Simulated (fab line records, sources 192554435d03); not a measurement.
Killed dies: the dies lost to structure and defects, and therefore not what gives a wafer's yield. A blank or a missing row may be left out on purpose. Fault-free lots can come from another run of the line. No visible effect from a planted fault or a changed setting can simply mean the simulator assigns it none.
fab line records | flow n5_finfet
record: lots: 7 wafers: 21
route steps=1938 shown BEOL_M6@1204 BEOL_M7@1280 BEOL_M8@1359 BEOL_M10@1474 BEOL_M11@1539
start_h: hours from the record's opening day to when the first of the lot's shown wafers began | wait_h: hours from the lot's prior step to this one | " as in the row above | L1.1+2: a single row standing in for several wafers | - no value present, or no start provided | * or withheld: withheld | < > ~ a bound
route shown NAME@n: NAME is a module with steps in the file, n the number in the route of the first one | usual: the fault-free wafers' mean and standard deviation | same: alike in all rows | chamber/n: place in a boat | sites: each site's reading | _std_site: the standard deviation of these | _edge_site: the outer-site mean with the inner-site mean subtracted | radius_mm: for every site, how far away it sits from the centre of the wafer | mask NAME#n: copy n | behind: the most recent tool/chamber to have shaped the wafer | hold: what put the lot on hold/how long, in hours/how the hold closed | device: transistor that didn't switch, given as n, p or np | end of line: at the end of the route, the tests of the same wafers | a step with no rows: only its recipe | killed: the dies lost at the first sort to structure and to defects; this is not the yield of the wafer | map: dies across one wafer; x = killed, . = not, _ = none there
set.NAME: the setting that was run; set.NAME@STEP: the one run at that earlier step | model.NAME: the simulator's own value behind a step, which no gauge read
one table per step and one row per wafer, for lots whose settings were changed on purpose
== steps ==
step: N5_BEOL_M6_EXPOSE_08
recipe: mask_id: M6 na: 1.35 source_shape: dipole sigma_inner: 0.817 sigma_outer: 0.97 polarization: te dose_mj: 68.25
columns lot.wafer tool chamber start_h wait_h mask set.dose_mj
L074.2+6 arfi_scanner-02 0 179.29 - M6#0 72.38
L074.3 " 0 " " M6#0 68.25
L076.1+3 arfi_scanner-02 0 182.95 - M6#0 64.66
L076.5 " 0 " " M6#0 68.25
L077.1+5 arfi_scanner-02 0 210.62 - M6#0 68.25
L077.3 " 0 " " M6#0 69.91
L087.3+4+6 arfi_scanner-02 0 270.70 - M6#0 68.25
L090.2+4+5 arfi_scanner-01 0 276.40 - M6#0 68.25
L089.2+4+6 arfi_scanner-02 0 278.42 - M6#0 68.25
L091.1+3 arfi_scanner-01 0 287.42 - M6#0 64.73
L091.2 " 0 " " M6#0 68.25
step: N5_BEOL_M6_PEB_09
recipe: peb_temp_c: withheld peb_time_s: 60 resist: CAR-ArF
step: N5_BEOL_M6_DEVELOP_10
recipe: develop_time_s: 30 developer: TMAH resist: CAR-ArF rinse_liquid: diw dry: air_spin dev_temp_c: 23
step: N5_BEOL_M6_CD_MEAS_11
recipe: target_cd_nm: 38.5 landing_energy_ev: 500 detector: se_inlens polarity: opening
usual: cd_nm: 38.2/0.62
columns lot.wafer tool chamber start_h wait_h set.dose_mj@BEOL_M6_EXPOSE_08 cd_nm
L074.2 cd_sem-03 0 179.41 - 72.38 40.2
L074.3 " 0 " " 68.25 38.2
L074.6 " 0 " " 72.38 40.2
L076.1 cd_sem-02 0 183.08 - 64.66 36.0
L076.3 " 0 " " 64.66 36.1
L076.5 " 0 " " 68.25 38.3
L077.1 cd_sem-03 0 210.75 - 68.25 38.8
L077.3 " 0 " " 69.91 40.0
L077.5 " 0 " " 68.25 38.7
L087.3 cd_sem-02 0 270.82 - 68.25 38.7
L087.4 " 0 " " 68.25 39.0
L087.6 " 0 " " 68.25 37.5
L090.2 cd_sem-03 0 276.52 - 68.25 38.2
L090.4 " 0 " " 68.25 38.7
L090.5 " 0 " " 68.25 38.0
L089.2 cd_sem-03 0 278.54 - 68.25 38.3
L089.4 " 0 " " 68.25 38.8
L089.6 " 0 " " 68.25 38.0
L091.1 cd_sem-02 0 287.54 - 64.73 36.2
L091.2 " 0 " " 68.25 38.8
L091.3 " 0 " " 64.73 35.2
step: N5_BEOL_M6_DESCUM_16
recipe: chemistry: O2 time_s: 7.9 source_power_w: 50 bias_power_w: 20 pressure_mtorr: 20 rf_frequency_hz: 2.712e+07 temp_c: 40 resist: CAR-ArF o2_flow_sccm: 225
step: N5_BEOL_M6_ETCH_61
recipe: chemistry: CF4 target: SiARC target_depth_a: 455 mask_material: CAR-ArF time_s: 75.8 ion_energy_ev: 80 pressure_mtorr: 40 source_w: 545 bias_w: 36 Ar_flow_sccm: 100 cf4_flow_sccm: 100 ends: cleared
columns lot.wafer tool chamber start_h wait_h set.dose_mj@BEOL_M6_EXPOSE_08 model.BEOL_M6.cd_offset_nm
L074.2 rie_diel-01 3 179.54 0.0 72.38 1
L074.3 " 0 " " 68.25 -0.8
L074.6 " 3 " " 72.38 1.6
L076.1 rie_diel-06 2 183.47 0.0 64.66 -2.2
L076.3 " 3 " " 64.66 -2
L076.5 " 1 " " 68.25 0.4
L077.1+5 rie_diel-04 2,0 210.88 0.0 68.25 0.2
L077.3 " 3 " " 69.91 1.4
L087.3 rie_diel-04 1 271.06 0.0 68.25 0.6
L087.4 " 2 " " 68.25 0.2
L087.6 " 3 " " 68.25 -0.6
L090.2 rie_diel-01 1 276.82 0.0 68.25 -0.8
L090.4 " 0 " " 68.25 -0.2
L090.5 " 1 " " 68.25 -1.4
L089.2 rie_diel-04 1 278.66 0.0 68.25 0.4
L089.4 " 1 " " 68.25 0.6
L089.6 " 2 " " 68.25 -0.4
L091.1 rie_diel-06 3 287.67 0.0 64.73 -2.6
L091.2 " 2 " " 68.25 0.2
L091.3 " 1 " " 64.73 -3.2
step: N5_BEOL_M7_ETCH_61
recipe: chemistry: CF4 target: SiARC target_depth_a: 455 mask_material: CAR-ArF time_s: 75.8 ion_energy_ev: 80 pressure_mtorr: 40 source_w: 545 bias_w: 36 Ar_flow_sccm: 100 cf4_flow_sccm: 100 ends: cleared
usual: etch_rf_on_time_s: 75.0/1.7 rf_vpp_V: 183.8/1
columns lot.wafer tool chamber start_h wait_h set.source_w etch_rf_on_time_s rf_vpp_V
L074.2 rie_diel-02 1 187.90 0.0 457.6 86.7 195.3
L074.3 " 3 " " 457.6 89.8 195.5
L074.6 " 1 " " 545 74.4 181.6
L076.1 rie_diel-03 3 190.74 0.0 545 73.0 182.7
L076.3 " 0 " " 545 74.4 183.6
L076.5 " 1 " " 545 73.8 185.9
L077.1 rie_diel-02 0 220.33 0.0 545 72.1 183.0
L077.3 " 2 " " 545 77.9 184.1
L077.5 " 3 " " 545 77.7 182.5
L087.3 rie_diel-03 1 281.20 0.0 545 73.5 184.4
L087.4 " 1 " " 545 72.9 185.8
L087.6 " 0 " " 545 74.6 182.0
L090.2 rie_diel-03 0 286.13 0.0 641.8 64.8 173.4
L090.4 " 2 " " 545 75.3 187.4
L090.5 " 0 " " 545 74.5 181.8
L089.2 rie_diel-05 1 286.60 0.0 545 75.4 184.0
L089.4 " 3 " " 545 74.9 184.3
L089.6 " 1 " " 545 75.7 183.7
L091.1 rie_diel-05 3 293.95 0.0 545 76.5 183.0
L091.2 " 2 " " 545 74.5 186.1
L091.3 " 1 " " 545 76.0 183.3
step: N5_BEOL_M7_ETCH_62
recipe: chemistry: N2/H2 target: SOC target_depth_a: 1100 overetch_a: 220 mask_material: SiARC temp_c: 40 time_s: 165 ion_energy_ev: 200 pressure_mtorr: 30 source_w: 840 bias_w: 150 n2_flow_sccm: 200 h2_flow_sccm: 200
usual: rf_vpp_V: 523.7/1.9
columns lot.wafer tool chamber start_h wait_h set.source_w rf_vpp_V
L074.2 rie_diel-02 1 187.96 0.0 840 522.1
L074.3 " 3 " " 988.2 496.8
L074.6 " 1 " " 988.2 494.7
L076.1 rie_diel-03 3 190.80 0.0 796.3 535.1
L076.3 " 0 " " 840 521.3
L076.5 " 1 " " 840 525.7
L077.1 rie_diel-02 0 220.39 0.0 840 522.6
L077.3 " 2 " " 739.7 546.2
L077.5 " 3 " " 739.7 546.8
L087.3 rie_diel-03 1 281.26 0.0 840 525.2
L087.4 " 1 " " 840 524.2
L087.6 " 0 " " 840 521.2
L090.2 rie_diel-03 0 286.18 0.0 840 521.8
L090.4 " 2 " " 840 525.6
L090.5 " 0 " " 888.1 511.9
L089.2 rie_diel-05 1 286.65 0.0 840 526.2
L089.4 " 3 " " 840 520.7
L089.6 " 1 " " 840 528.1
L091.1 rie_diel-05 3 294.00 0.0 968.5 497.9
L091.2 " 2 " " 840 522.6
L091.3 " 1 " " 840 526.3
step: N5_BEOL_M8_COAT_22
recipe: resist: CAR-EUV spin_rpm: 1500 resist_thk_nm: 30
columns lot.wafer tool chamber start_h wait_h set.spin_rpm model.CAR-EUV_of_BEOL_M8_COAT_22.thk_nm
L074.2+6 litho_track-05 0 - - 1500 30
L074.3 " 0 " " 1388 31.2
L076.1+3 litho_track-02 0 - - 1500 30.2
L076.5 " 0 " " 1500 30
L077.1+5 litho_track-02 0 - - 1500 30.2
L077.3 " 0 " " 1500 30.4
L087.3+4+6 litho_track-05 0 - - 1500 30
L090.2+4 litho_track-02 0 - - 1641 28.6
L090.5 " 0 " " 1500 30
L089.2+4 litho_track-02 0 - - 1500 30
L089.6 " 0 " " 1599 29.2
L091.1+3 litho_track-05 0 - - 1500 30
L091.2 " 0 " " 1455 30.4
step: N5_BEOL_M8_EBR_24
recipe: solvent: PGMEA ebr_width_mm: 1.5
step: N5_BEOL_M8_SOFTBAKE_23
recipe: temp_c: 110 time_s: 60 resist: CAR-EUV
step: N5_BEOL_M8_DESCUM_33
recipe: chemistry: O2 time_s: 7 source_power_w: 50 bias_power_w: 20 pressure_mtorr: 20 rf_frequency_hz: 2.712e+07 temp_c: 40 resist: CAR-EUV o2_flow_sccm: 225
columns lot.wafer tool chamber start_h wait_h set.spin_rpm@BEOL_M8_COAT_22 model.CAR-EUV_of_BEOL_M8_COAT_22.thk_nm
L074.2+6 rie_diel-04 0,3 197.54 0.2 1500 26
L074.3 " 3 " " 1388 27.2
L076.1+3 rie_diel-04 0,3 199.36 0.1 1500 26.2
L076.5 " 2 " " 1500 26
L077.1+3 rie_diel-04 0,1 231.94 0.2 1500 26.4
L077.5 " 2 " " 1500 26.2
L087.3+4 rie_diel-01 1,2 292.24 0.0 1500 26
L087.6 " 3 " " 1500 26.2
L090.2 rie_diel-06 0 298.42 0.2 1641 24.8
L090.4 " 3 " " 1641 24.6
L090.5 " 2 " " 1500 26
L089.2+4 rie_diel-01 1,3 298.43 0.0 1500 26.2
L089.6 " 1 " " 1599 25.2
L091.1 rie_diel-01 3 304.80 0.1 1500 26.2
L091.2 " 2 " " 1455 26.4
L091.3 " 0 " " 1500 26
step: N5_BEOL_M10_HM_DEP_02
recipe: material: TiN target_thk_a: 200 temp_c: 25 chamber_pressure_pa: 0.49996
columns lot.wafer tool chamber start_h wait_h set.target_thk_a model.TiN_of_BEOL_M10_HM_DEP_02.thk_nm
L074.2 pvd_sputter-02 - 210.22 1.2 200 19.8
L074.3 " - " " 221.6 21.8
L074.6 " - " " 221.6 22
L076.1+5 pvd_sputter-03 - 213.98 2.1 218.9 22
L076.3 " - " " 200 20.2
L077.1 pvd_sputter-02 - 248.27 1.3 200 19.8
L077.3+5 " - " " 200 20
L087.3+4 pvd_sputter-03 - 305.66 0.9 200 20.4
L087.6 " - " " 200 20.6
L090.2 pvd_sputter-01 - 309.02 0.5 200 19.2
L090.4 " - " " 174.3 16.8
L090.5 " - " " 174.3 17
L089.2 pvd_sputter-03 - 313.13 0.7 217.5 22
L089.4 " - " " 217.5 21.4
L089.6 " - " " 200 20
L091.1+3 pvd_sputter-02 - 319.13 4.1 200 20.2
L091.2 " - " " 200 20
step: N5_BEOL_M10_COAT_59
recipe: resist: SOC temp_c: 250 time_s: 60 spin_rpm: 1500 resist_thk_nm: 100
step: N5_BEOL_M10_COAT_60
recipe: resist: SiARC temp_c: 220 time_s: 60 spin_rpm: 1500 resist_thk_nm: 30
step: N5_BEOL_M10_STRIP_68
recipe: chemistry: N2/H2 temp_c: 40 n2_flow_sccm: 200 h2_flow_sccm: 200 rf_frequency_hz: 6e+07
step: N5_BEOL_M10_STRIP_67
recipe: chemistry: CF4 resist: SiARC power_w: 300 bias_power_w: 75 pressure_mtorr: 50 cf4_flow_sccm: 150 rf_frequency_hz: 6e+07
step: N5_BEOL_M10_HM_OPEN_17
recipe: chemistry: Cl2/BCl3 target_depth_a: 200 overetch_a: 60 target: TiN mask_material: SOC ion_energy_ev: 150 pressure_mtorr: 10 icp_w: 1000 bias_w: 126 Cl2_flow_sccm: 53.25 bcl3_flow_sccm: 21.75 Ar_flow_sccm: 25
columns lot.wafer tool chamber start_h wait_h set.target_thk_a@BEOL_M10_HM_DEP_02 model.etch.depth_nm
L074.2 rie_metal-01 0 211.07 0.0 200 19.8
L074.3 " 1 " " 221.6 21.81
L074.6 " 1 " " 221.6 22.01
L076.1 rie_metal-02 1 215.40 0.0 218.9 22.01
L076.3 " 0 " " 200 20.22
L076.5 " 1 " " 218.9 22
L077.1 rie_metal-03 1 249.13 0.0 200 19.86
L077.3+5 " 0,1 " " 200 20.08
L087.3 rie_metal-01 0 306.59 0.1 200 20.43
L087.4 " 1 " " 200 20.47
L087.6 " 0 " " 200 20.59
L090.2 rie_metal-02 0 309.89 0.0 200 19.26
L090.4 " 0 " " 174.3 16.87
L090.5 " 1 " " 174.3 17.08
L089.2 rie_metal-03 1 314.14 0.0 217.5 22.05
L089.4 " 1 " " 217.5 21.49
L089.6 " 1 " " 200 20.08
L091.1 rie_metal-02 0 320.88 0.0 200 20.19
L091.2 " 1 " " 200 20.07
L091.3 " 1 " " 200 20.27
step: N5_BEOL_M11_PECVD_70
recipe: material: SiO2 target_thk_a: 200 temp_c: 400 precursor: TEOS/O2 pressure_torr: 5.5 rf_w: 450 teos_flow_sccm: 53.8 gas: O2 flow_sccm: 3000 time_s: 22.7
columns lot.wafer tool chamber start_h wait_h set.temp_c model.SiO2_of_BEOL_M11_PECVD_70.thk_nm
L074.2 pecvd-04 2 217.91 0.0 400 19.8
L074.3 " 0 " " 400 20.2
L074.6 " 0 " " 400 20
L076.1 pecvd-04 2 222.42 0.0 416.4 17.2
L076.3 " 2 " " 400 19.6
L076.5 " 2 " " 416.4 17.4
L077.1 pecvd-02 2 254.51 0.0 400 20
L077.3+5 " 2,1 " " 400 20.2
L087.3 pecvd-04 0 311.71 0.0 400 19.8
L087.4 " 1 " " 400 20.2
L087.6 " 0 " " 400 20.4
L090.2+5 pecvd-04 0 314.96 0.0 406.7 19.2
L090.4 " 2 " " 400 20
L089.2 pecvd-02 0 322.68 0.0 400 19.8
L089.4 " 2 " " 400 20.2
L089.6 " 1 " " 400 20.4
L091.1 pecvd-02 2 327.03 0.0 382.2 22.6
L091.2 " 0 " " 382.2 22.4
L091.3 " 1 " " 400 20
step: N5_BEOL_M11_ETCH_62
recipe: chemistry: N2/H2 target: SOC target_depth_a: 1100 overetch_a: 220 mask_material: SiARC temp_c: 40 time_s: 165 ion_energy_ev: 200 pressure_mtorr: 30 source_w: 840 bias_w: 150 n2_flow_sccm: 200 h2_flow_sccm: 200
columns lot.wafer tool chamber start_h wait_h set.time_s
L074.2+6 rie_diel-05 1,0 219.26 0.0 165
L074.3 " 2 " " 196
L076.1+3+5 rie_diel-05 0,2,1 224.32 0.0 165
L077.1+3 rie_diel-02 2,0 258.57 0.0 176.4
L077.5 " 0 " " 165
L087.3+4+6 rie_diel-03 3,2,0 313.68 0.0 165
L090.2+4 rie_diel-02 0,3 319.91 0.0 188.7
L090.5 " 3 " " 165
L089.2+6 rie_diel-05 1 324.19 0.0 177
L089.4 " 0 " " 165
L091.1 rie_diel-05 3 327.76 0.0 165
L091.2+3 " 1,2 " " 151
step: N5_BEOL_M11_STRIP_68
recipe: chemistry: N2/H2 temp_c: 40 n2_flow_sccm: 200 h2_flow_sccm: 200 rf_frequency_hz: 6e+07
step: N5_BEOL_M11_STRIP_67
recipe: chemistry: CF4 resist: SiARC power_w: 300 bias_power_w: 75 pressure_mtorr: 50 cf4_flow_sccm: 150 rf_frequency_hz: 6e+07
step: N5_BEOL_M11_HM_OPEN_17
recipe: chemistry: Cl2/BCl3 target_depth_a: 200 overetch_a: 60 target: TiN mask_material: SOC ion_energy_ev: 150 pressure_mtorr: 10 icp_w: 1000 bias_w: 126 Cl2_flow_sccm: 53.25 bcl3_flow_sccm: 21.75 Ar_flow_sccm: 25
columns lot.wafer tool chamber start_h wait_h set.time_s@BEOL_M11_ETCH_62 model.etch.depth_nm
L074.2 rie_metal-03 1 219.45 0.0 165 20.23
L074.3 " 1 " " 196 17.41
L074.6 " 1 " " 165 19.52
L076.1 rie_metal-01 0 224.52 0.0 165 19.79
L076.3 " 1 " " 165 19.98
L076.5 " 1 " " 165 19.73
L077.1 rie_metal-03 1 258.76 0.0 176.4 19.5
L077.3 " 0 " " 176.4 18.64
L077.5 " 1 " " 165 20.56
L087.3 rie_metal-03 0 313.89 0.1 165 20.15
L087.4 " 1 " " 165 19.66
L087.6 " 0 " " 165 20.18
L090.2 rie_metal-02 1 320.09 0.0 188.7 17.41
L090.4 " 1 " " 188.7 17.89
L090.5 " 0 " " 165 19.84
L089.2 rie_metal-03 1 324.39 0.0 177 18.64
L089.4 " 1 " " 165 20.51
L089.6 " 0 " " 177 19.31
L091.1 rie_metal-03 1 327.95 0.0 165 19.8
L091.2 " 0 " " 151 19.79
L091.3 " 0 " " 151 19.77
step: N5_BEOL_M11_COAT_64
recipe: resist: SiARC temp_c: 220 time_s: 60 spin_rpm: 1500 resist_thk_nm: 30
columns lot.wafer tool chamber start_h wait_h set.spin_rpm model.SiARC_of_BEOL_M11_COAT_64.thk_nm
L074.2 litho_track-04 0 - - 1591 29
L074.3 " 0 " " 1591 29.2
L074.6 " 0 " " 1500 30.2
L076.1 litho_track-03 0 - - 1621 28.8
L076.3 " 0 " " 1621 28.6
L076.5 " 0 " " 1500 29.8
L077.1+5 litho_track-04 0 - - 1599 29
L077.3 " 0 " " 1500 30
L087.3+6 litho_track-04 0 - - 1500 30
L087.4 " 0 " " 1500 30.2
L090.2+4+5 litho_track-03 0 - - 1500 30
L089.2 litho_track-02 0 - - 1500 30
L089.4+6 " 0 " " 1578 29.4
L091.1+2+3 litho_track-03 0 - - 1500 30
step: N5_BEOL_M11_COAT_22
recipe: resist: CAR-ArF spin_rpm: 1500 resist_thk_nm: 90
step: N5_BEOL_M11_EBR_24
recipe: solvent: PGMEA ebr_width_mm: 1.5
step: N5_BEOL_M11_DESCUM_33
recipe: chemistry: O2 time_s: 7.9 source_power_w: 50 bias_power_w: 20 pressure_mtorr: 20 rf_frequency_hz: 2.712e+07 temp_c: 40 resist: CAR-ArF o2_flow_sccm: 225
step: N5_BEOL_M11_ETCH_65
recipe: chemistry: CF4 target: SiARC target_depth_a: 390 mask_material: CAR-ArF time_s: 65 ion_energy_ev: 80 pressure_mtorr: 40 source_w: 545 bias_w: 36 Ar_flow_sccm: 100 cf4_flow_sccm: 100 ends: cleared
columns lot.wafer tool chamber start_h wait_h set.spin_rpm@BEOL_M11_COAT_64 model.etch.depth_nm model.CAR-ArF_of_BEOL_M11_COAT_22.thk_nm
L074.2 rie_diel-05 0 222.72 0.0 1591 29.04 56.2
L074.3 " 1 " " 1591 29.16 56
L074.6 " 1 " " 1500 30.15 55.8
L076.1 rie_diel-05 1 225.62 0.0 1621 28.83 57
L076.3 " 0 " " 1621 28.7 57.2
L076.5 " 0 " " 1500 29.83 56
L077.1 rie_diel-03 2 259.53 0.0 1599 29.07 56
L077.3 " 1 " " 1500 30.02 55.4
L077.5 " 0 " " 1599 29.08 56.2
L087.3 rie_diel-05 3 318.29 0.0 1500 30 55.4
L087.4 " 1 " " 1500 30.1 55.2
L087.6 " 2 " " 1500 29.99 55.4
L090.2 rie_diel-02 1 322.64 0.0 1500 29.96 55.2
L090.4 " 0 " " 1500 29.96 55.4
L090.5 " 1 " " 1500 29.98 55.4
L089.2 rie_diel-02 1 325.56 0.0 1500 30.08 55.4
L089.4+6 " 0 " " 1578 29.32 56.2
L091.1 rie_diel-02 2 329.84 0.0 1500 30.03 55.8
L091.2 " 1 " " 1500 29.99 55.4
L091.3 " 3 " " 1500 30.09 55.6
== key ==
split: step: N5_BEOL_M6_EXPOSE_08 setting: dose_mj stated: 68.25 by: wafer
response: step: N5_BEOL_M6_CD_MEAS_11 reading: cd_nm change: +0.448 per: 1% r: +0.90
response: step: N5_BEOL_M6_ETCH_61 reading: model.BEOL_M6.cd_offset_nm change: +0.462 per: 1% r: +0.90
split: step: N5_BEOL_M7_ETCH_61 setting: source_w stated: 545 by: wafer
response: step: N5_BEOL_M7_ETCH_61 reading: etch_rf_on_time_s change: * per: 1% r: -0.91
response: step: N5_BEOL_M7_ETCH_61 reading: rf_vpp_V change: -0.734 per: 1% r: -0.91
split: step: N5_BEOL_M7_ETCH_62 setting: source_w stated: 840 by: wafer
response: step: N5_BEOL_M7_ETCH_62 reading: rf_vpp_V change: -1.72 per: 1% r: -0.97
split: step: N5_BEOL_M8_COAT_22 setting: spin_rpm stated: 1500 by: wafer
response: step: N5_BEOL_M8_COAT_22 reading: model.CAR-EUV_of_BEOL_M8_COAT_22.thk_nm change: -0.145 per: 1% r: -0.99
response: step: N5_BEOL_M8_DESCUM_33 reading: model.CAR-EUV_of_BEOL_M8_COAT_22.thk_nm change: -0.146 per: 1% r: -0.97
split: step: N5_BEOL_M10_HM_DEP_02 setting: target_thk_a stated: 200 by: wafer
response: step: N5_BEOL_M10_HM_DEP_02 reading: model.TiN_of_BEOL_M10_HM_DEP_02.thk_nm change: +0.188 per: 1% r: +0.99
response: step: N5_BEOL_M10_HM_OPEN_17 reading: model.etch.depth_nm change: +0.187 per: 1% r: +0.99
split: step: N5_BEOL_M11_PECVD_70 setting: temp_c stated: 400 by: wafer
response: step: N5_BEOL_M11_PECVD_70 reading: model.SiO2_of_BEOL_M11_PECVD_70.thk_nm change: -0.555 per: 1% r: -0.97
split: step: N5_BEOL_M11_ETCH_62 setting: time_s stated: 165 by: wafer
response: step: N5_BEOL_M11_HM_OPEN_17 reading: model.etch.depth_nm change: -0.135 per: 1% r: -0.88
split: step: N5_BEOL_M11_COAT_64 setting: spin_rpm stated: 1500 by: wafer
response: step: N5_BEOL_M11_COAT_64 reading: model.SiARC_of_BEOL_M11_COAT_64.thk_nm change: -0.146 per: 1% r: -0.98
response: step: N5_BEOL_M11_ETCH_65 reading: model.etch.depth_nm change: -0.146 per: 1% r: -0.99
response: step: N5_BEOL_M11_ETCH_65 reading: model.CAR-ArF_of_BEOL_M11_COAT_22.thk_nm change: +0.113 per: 1% r: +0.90
